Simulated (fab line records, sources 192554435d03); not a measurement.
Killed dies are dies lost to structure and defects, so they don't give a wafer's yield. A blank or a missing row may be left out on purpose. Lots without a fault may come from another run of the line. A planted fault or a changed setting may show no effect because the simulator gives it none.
A struck lot beside a sound one | flow n5_finfet | 15 steps out of a route of 1938
Sound: wafers L162.2, L162.3, L162.6. Struck: wafer L171.4. (L171.5, L171.6 of the same lot were not struck and are left out.) The cause comes at the end.
At each step with rows: each side's tool, then ch and its chambers, then its first start. Under that, the readings that differ: sound wafers | struck wafers | difference of the means | sigmas: that difference in standard deviations of wafers without a fault.
alike: readings whose means differ by less than 2 such deviations, and words and numbers that are the same on both sides. not compared: withheld readings, readings that some wafer has no value for, bounds like >300 that may hide the same value, and numbers for which the record gives no deviation and whose values overlap.
The two part at a step that has a row with sigmas, a row that says differs or no value, or rows on one side only. Numbers that don't overlap but have no deviation are shown without sigmas and don't part them. A reading that every wafer of one side lacks parts them only if that side has two wafers or more.

first, 7 steps without rows for these wafers: N5_HKMG_FIN_COAT_30 (time 60 s, resist thk 35 nm); N5_HKMG_FIN_COAT_06 (resist thk 90 nm); N5_HKMG_FIN_EBR_08; N5_HKMG_FIN_SOFTBAKE_07 (time 60 s); N5_HKMG_FIN_EXPOSE_09 (exposes mask NWFM); N5_HKMG_FIN_PEB_10 (peb time 60 s); N5_HKMG_FIN_DEVELOP_11 (develop time 30 s).
N5_HKMG_FIN_CD_MEAS_12: target cd 92.8 nm.
  sound on cd_sem-03 ch 0, day 4 07:38; struck on cd_sem-03 ch 0, day 6 16:04
  alike: cd_nm
N5_HKMG_FIN_OVL_MEAS_13:
  sound on overlay-01 ch 0, day 4 07:40; struck on overlay-01 ch 0, day 6 16:05
  reading       | sound       | struck | difference | sigmas
  NWFM_OVL (nm) | 1.3 1.4 0.6 | -0.7   | -1.8       | -2
N5_HKMG_FIN_INSPECT_14: inspects for defects (macro).
  sound on defect_inspect-02, day 4 07:41; struck on defect_inspect-01, day 6 16:07
  alike: raw_defect_count
N5_HKMG_FIN_DESCUM_17: chemistry O2, time 7.9 s.
  sound on rie_diel-06 ch 1,3, day 4 07:43; struck on rie_diel-04 ch 2, day 6 16:08
  reading                | sound             | struck | difference | sigmas
  oes_product_au (a.u.)  | 0.74 0.68 0.73    | 0.92   | +0.20      | +2
  throttle_valve_pct (%) | 20.53 20.81 20.54 | 20.05  | -0.58      | -2
  alike: drypump_motor_current_A, rf_vpp_V, showerhead_plenum_p_Torr
  not compared: rf_hours_counter_h
N5_HKMG_FIN_ETCH_31: etches SiARC in CF4, target depth 45.5 nm, time 75.8 s.
  sound on rie_diel-06 ch 1,3, day 4 07:45; struck on rie_diel-04 ch 2, day 6 16:11
  reading                | sound             | struck | difference | sigmas
  etch_rf_on_time_s (s)  | 76.5 78.2 76.9    | 71.9   | -5.3       | -4
  oes_product_au (a.u.)  | 0.64 0.57 0.63    | 0.81   | +0.20      | +3
  throttle_valve_pct (%) | 15.76 15.98 15.74 | 15.27  | -0.56      | -2
  alike: drypump_motor_current_A, rf_vpp_V, showerhead_plenum_p_Torr
  not compared: rf_hours_counter_h
N5_HKMG_FIN_ETCH_32: etches SOC in N2/H2, target depth 240 nm, time 300 s.
  sound on rie_diel-06 ch 1,3, day 4 07:49; struck on rie_diel-04 ch 2, day 6 16:14
  reading                                     | sound             | struck | difference | sigmas
  throttle_valve_pct (%)                      | 18.06 18.16 18.07 | 17.49  | -0.61      | -2
  model.HKMG_FIN.feature_depth_nm (nm)        | 238.2 234.4 237   | 187    | -50        |
  model.etch.depth_nm (nm)                    | 238.1 234.4 237   | 187    | -50        |
  model.SiARC_of_HKMG_FIN_COAT_30.thk_nm (nm) | 21.4 21.4 21.4    | 24     | +3         |
  alike: drypump_motor_current_A, oes_product_au, rf_vpp_V, showerhead_plenum_p_Torr
  not compared: rf_hours_counter_h
then, 2 steps without rows for these wafers: N5_HKMG_FIN_STRIP_33 (strips in N2/H2); N5_PASSIVATION_PROBE_49.

WHERE THEY PART
First at N5_HKMG_FIN_OVL_MEAS_13; last, within this record, at N5_HKMG_FIN_ETCH_32.

WHY: what the simulator had put in
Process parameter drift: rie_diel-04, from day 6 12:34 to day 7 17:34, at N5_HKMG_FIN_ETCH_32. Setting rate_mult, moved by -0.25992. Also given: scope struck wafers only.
